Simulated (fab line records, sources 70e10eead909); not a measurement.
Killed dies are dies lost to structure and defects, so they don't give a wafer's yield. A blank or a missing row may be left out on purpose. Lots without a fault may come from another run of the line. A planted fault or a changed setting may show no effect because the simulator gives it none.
fab line records | flow nand_harc
record lots=7 wafers=21 last_day=25
route steps=1159 shown P_CONTACT@249 P_M0@253
lots that met no fault: from a run of the same line without faults
start_h: hours from the record's first day to the start of the lot's first wafer shown | wait_h: hours since the lot's step before | " the same as in the row above | L1.1+2: a row that stands for several wafers | - no value, or no start given | * or withheld: withheld | < > ~ a bound
route shown NAME@n: a module of which the file shows steps, and the number in the route of the first | usual: mean/standard deviation of fault-free wafers | same: alike in all rows | chamber/n: place in a boat | sites: the reading at each site | _std_site: their standard deviation | _edge_site: outer sites' mean less inner sites' | radius_mm: how far each site lies from the wafer's centre | mask NAME#n: copy n | behind: the tool/chamber that last shaped the wafer | hold: why the lot was held/for how many hours/how that ended | device: the transistor (n, p or np) that didn't switch | end of line: the same wafers' tests at the end of the route | a step without rows: its recipe alone | killed: dies lost to structure and defects at the first sort, not the wafer's yield | map: a wafer's dies, x killed, . not, _ none there
set.NAME: the setting as run; set.NAME@STEP: as run at that earlier step | model.NAME: the simulator's own value behind a step, which no gauge read
lots at some steps of the route; a table a step, a row a wafer
services: from which hour (start_h, from the record's first day; less than 0 if before it) a tool's chamber was out of use, for how many hours, and why
## steps
# step NHARC_P_CONTACT_CMP_24
# recipe t_overpolish_s=30 target_thk_nm=200
# usual motor_current_A=11.6/0.9 overpolish_run_s=30.000/0.0086 time_to_endpoint_s=39.6/2.2
# columns lot.wafer tool chamber start_h wait_h motor_current_A overpolish_run_s time_to_endpoint_s
L599.4 cmp-01 3 132.42 0.3 11.3 29.991 36.3
L599.1 " 0 " " 11.4 30.006 38.7
L599.6 " 2 " " 12.7 29.988 41.7
L603.3 cmp-01 0 165.65 0.3 12.1 30.003 42.3
L603.1 " 2 " " 12.8 29.999 42.6
L603.5 " 0 " " 11.7 30.006 43.1
L605.4 cmp-01 1 171.67 0.4 10.6 29.995 40.0
L605.6 " 0 " " 12.0 29.995 44.0
L605.5 " 1 " " 11.1 29.996 39.2
L608.1 cmp-04 3 196.81 0.5 10.0 30.003 35.2
L608.2 " 0 " " 10.0 29.988 35.8
L608.3 " 1 " " 12.5 30.009 40.5
L610.3 cmp-01 1 213.00 0.4 11.0 30.001 36.5
L610.1 " 2 " " 12.8 30.006 36.6
L610.5 " 1 " " 11.0 30.006 38.0
L611.2 cmp-01 0 214.11 0.6 11.4 30.004 37.5
L611.6 " 2 " " 12.9 30.007 37.9
L611.5 " 3 " " 11.4 29.997 40.1
L618.1 cmp-04 0 255.60 0.5 10.8 30.000 40.9
L618.2 " 1 " " 11.8 30.004 43.1
L618.4 " 2 " " 13.2 30.013 42.4
# step NHARC_P_CONTACT_SRD_26
# step NHARC_P_CONTACT_INSPECT_27
# usual raw_defect_count=285/120
# columns lot.wafer tool chamber start_h wait_h raw_defect_count
L599.1 defect_inspect-02 - 132.80 0.1 318
L599.4 " - " " 194
L599.6 " - " " 154
L603.1 defect_inspect-02 - 166.02 0.1 463
L603.3 " - " " 458
L603.5 " - " " 436
L605.4 defect_inspect-02 - 172.04 0.1 155
L605.5 " - " " 204
L605.6 " - " " 436
L608.1 defect_inspect-01 - 197.23 0.1 165
L608.2 " - " " 240
L608.3 " - " " 248
L610.1 defect_inspect-02 - 213.40 0.1 224
L610.3 " - " " 256
L610.5 " - " " 272
L611.2 defect_inspect-01 - 214.46 0.1 241
L611.5 " - " " 268
L611.6 " - " " 179
L618.1 defect_inspect-02 - 256.00 0.1 315
L618.2 " - " " 245
L618.4 " - " " 237
# step NHARC_P_M0_DEP_00
# recipe target_thk_a=1500 target_thk_nm=150 temp_c=withheld pressure_torr=5 flow_sccm=200 rf_w=600 material=SiOC
# step NHARC_P_M0_DEHYDRATE_01
# recipe temp_c=150 time_s=120
# step NHARC_P_M0_HMDS_02
# recipe time_s=30
# step NHARC_P_M0_COAT_33
# recipe temp_c=200 time_s=65
# step NHARC_P_M0_COAT_03
# recipe spin_rpm=1500 resist_thk_nm=90
# step NHARC_P_M0_SOFTBAKE_04
# recipe temp_c=105 time_s=55
# step NHARC_P_M0_EBR_05
# step NHARC_P_M0_EXPOSE_06
# recipe na=1.35 target_cd_nm=90 dose_mj=81.28 mask_id=P_M0
# step NHARC_P_M0_PEB_07
# recipe peb_temp_c=100 peb_time_s=65
# usual chill_plate_temp_C=23.02/0.12 heater_power_total_W=156.5/0.4 plate_temp_C=100.02/0.14
# columns lot.wafer tool chamber start_h wait_h chill_plate_temp_C heater_power_total_W plate_temp_C
L599.1 litho_track-01 0 133.71 0.1 22.95 156.1 100.09
L599.4 " 0 " " 22.88 156.0 100.24
L599.6 " 0 " " 23.01 156.6 100.10
L603.1 litho_track-01 0 166.72 0.1 23.09 149.7 96.58
L603.3 " 0 " " 23.08 148.9 96.50
L603.5 " 0 " " 23.08 148.6 96.65
L605.4 litho_track-01 0 172.87 0.0 23.06 148.5 96.39
L605.5 " 0 " " 22.93 148.9 96.35
L605.6 " 0 " " 23.06 149.7 96.36
L608.1 litho_track-01 0 198.05 0.1 22.96 148.7 96.49
L608.2 " 0 " " 22.94 149.0 96.57
L608.3 " 0 " " 22.88 148.8 96.57
L610.1 litho_track-06 0 214.09 0.1 22.96 157.2 100.20
L610.3 " 0 " " 22.95 156.9 100.14
L610.5 " 0 " " 23.05 156.8 100.16
L611.2 litho_track-06 0 215.31 0.1 22.88 156.6 100.20
L611.5 " 0 " " 22.85 156.6 99.96
L611.6 " 0 " " 22.80 156.7 100.01
L618.1 litho_track-04 0 256.83 0.1 23.07 156.9 100.14
L618.2 " 0 " " 23.00 156.2 100.17
L618.4 " 0 " " 23.02 156.6 100.17
# step NHARC_P_M0_DEVELOP_08
# recipe develop_time_s=35 dev_temp_c=23
## services
# columns tool chamber start_h hours kind
cmp-04 - 109.00 - consumable_replace:conditioner
cmp-04 - 109.00 - consumable_replace:pad
litho_track-06 - 117.00 7.0 pm
litho_track-04 - 141.00 7.0 pm
litho_track-01 - 154.37 - consumable_replace:filter
cmp-01 - 179.50 4.0 pm
litho_track-04 - 182.20 - consumable_replace:filter
cmp-01 - 183.50 - consumable_replace:conditioner
cmp-01 - 183.50 - consumable_replace:pad
litho_track-06 - 183.95 - consumable_replace:filter
cmp-04 - 203.00 4.0 pm
cmp-04 - 207.00 - consumable_replace:conditioner
cmp-04 - 207.00 - consumable_replace:pad
cmp-04 - 218.65 1.8 repair
cmp-04 - 236.25 1.1 repair
## key
first_sign step=NHARC_P_M0_PEB_07 reading=plate_temp_C direction=down sigmas=26 usual=* struck=*
effect step=NHARC_P_M0_PEB_07 reading=heater_power_total_W direction=down sigmas=19 usual=* struck=*
met_at NHARC_P_M0_PEB_07
struck_wafers L603.1,L603.3,L603.5,L605.4,L605.5,L605.6,L608.1,L608.2,L608.3
sort_left_out L603.1,L603.3,L603.5,L605.4,L605.5,L605.6,L608.1,L608.2,L608.3
loop_trim step=NHARC_P_M0_EXPOSE_06 setting=dose lots=L605
onset_between 133.71 166.72
fault kind=process_parameter_drift tool=litho_track-01 chamber=- onset_h=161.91 steps=NHARC_P_M0_PEB_07 channel=peb_temp_c offset=* shape=step end_h=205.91 acts_in=* stated=*
# sort_left_out: the simulated sort isn't trusted on such a fault, so these wafers' sort isn't shown, and their yield isn't known
# loop_trim: a control loop set the setting to another value than it would have without faults
